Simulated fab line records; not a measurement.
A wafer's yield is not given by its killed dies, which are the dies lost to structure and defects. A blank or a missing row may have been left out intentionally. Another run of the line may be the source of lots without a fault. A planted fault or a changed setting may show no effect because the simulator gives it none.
One fault seen from 3 desks	flow n5Finfet	each desk holds nothing but its own numbers, with what lay behind them at the end

## FOR THE TOOL OWNER'S DESK: rieDiel-06
The tool's own readings at N5_BEOL_M3_ETCH_70 (etches SOC in N2/H2, target depth 80 nm, overetch 16 nm, time 120 s): means of the sampled wafers that have a number, for each lot that ran on this tool. Marked OUT: a lot whose mean sits more than 4 standard deviations from the usual mean, which makes it out of limits; the brackets give that distance.
Columns: A = drypumpMotorCurrentA at N5_BEOL_M3_ETCH_70, usual 5.6 A; B = n2FlowSccm at N5_BEOL_M3_ETCH_70, usual 200.0 sccm; C = oesProductAu at N5_BEOL_M3_ETCH_70, usual 0.61 a.u.; D = rfFwdPowerW at N5_BEOL_M3_ETCH_70, usual 836 W; E = rfVppV at N5_BEOL_M3_ETCH_70, usual 524.2 V; F = showerheadPlenumPTorr at N5_BEOL_M3_ETCH_70, usual 2.56 Torr; G = throttleValvePct at N5_BEOL_M3_ETCH_70, usual 17.87 %
lot	first seen here	A	B	C	D	E	F	G
L936	day 8 06:31	5.3	200.0	0.65	836	525.0	2.55	17.86
L945	day 10 23:04	5.7	199.8	0.59	905 (+22) OUT	511.6 (-4.9) OUT	2.56	17.98
Finding of this desk: L945 out of limits; the first was L945 at day 10 23:04, on rfFwdPowerW at N5_BEOL_M3_ETCH_70. L936 stayed within limits.

## THE DEFECT DESK
Per lot, the means of the sampled wafers with a number show what the inspections along the route counted. Marked OUT: a lot whose mean sits more than 4 standard deviations from the usual mean, which makes it out of limits; the brackets give that distance.
Columns: A = rawDefectCount at N5_BEOL_M3_INSPECT_30, usual 415
lot	first seen here	A
L935	day 7 21:13	383
L936	day 8 02:39	354
L945	day 10 17:23	491
L947	day 11 01:21	397
L953	day 13 00:28	349
This desk's verdict: no lot among the 5 shows anything out of limits.

## FROM THE METROLOGY DESK
Lot by lot, what the gauges showed, no matter which tool ran the lot: averages of those sampled wafers that carry a number. Marked OUT: a lot whose mean sits more than 4 standard deviations from the usual mean, which makes it out of limits; the brackets give that distance. Readings shown: 7 of its 12, picked as those furthest out on some lot.
Columns: A = DIBL_N at N5_BEOL_M4_RC_MEAS_101, usual 37.5 mV/V; B = IOFF_N at N5_BEOL_M4_RC_MEAS_101, usual 0.19 nA/um; C = IOFF_P at N5_BEOL_M4_RC_MEAS_101, usual 0.24 nA/um; D = ION_N at N5_BEOL_M4_RC_MEAS_101, usual 679 uA/um; E = ION_P at N5_BEOL_M4_RC_MEAS_101, usual 465 uA/um; F = SS_P at N5_BEOL_M4_RC_MEAS_101, usual 73.7 mV/dec; G = VT_P at N5_BEOL_M4_RC_MEAS_101, usual -249 mV
lot	first seen here	A	B	C	D	E	F	G
L935	day 7 21:08	36.8	0.17	0.23	670	463	73.2	-250
L936	day 8 02:34	39.2	0.23	0.31	687	473	74.8	-245
L945	day 10 17:19	39.1	0.24	0.34	699	481	73.7	-241
L947	day 11 01:16	36.0	0.18	0.23	668	457	73.5	-248
L953	day 13 00:23	40.1	0.26	0.26	689	464	74.5	-250
This desk's verdict: no lot among the 5 shows anything out of limits.

## BROUGHT TOGETHER
An alarm could have come from the tool owner's desk at day 10 23:04, on L945.
The defect desk saw nothing out of limits.
Nothing out of limits was seen by the metrology desk.
The defect desk has L945 on record, within its limits.
The metrology desk holds a record of L945, inside its limits.
On rieDiel-06, each named lot ran N5_BEOL_M3_ETCH_70.

## WHAT THE SIMULATOR PUT IN
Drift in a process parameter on rieDiel-06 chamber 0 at N5_BEOL_M3_ETCH_70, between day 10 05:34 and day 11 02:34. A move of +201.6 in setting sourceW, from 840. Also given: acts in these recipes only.
Struck lots among those shown: L945.
Time in hours from fault onset to the first out-of-limits reading at each desk: the tool owner's desk, 18.
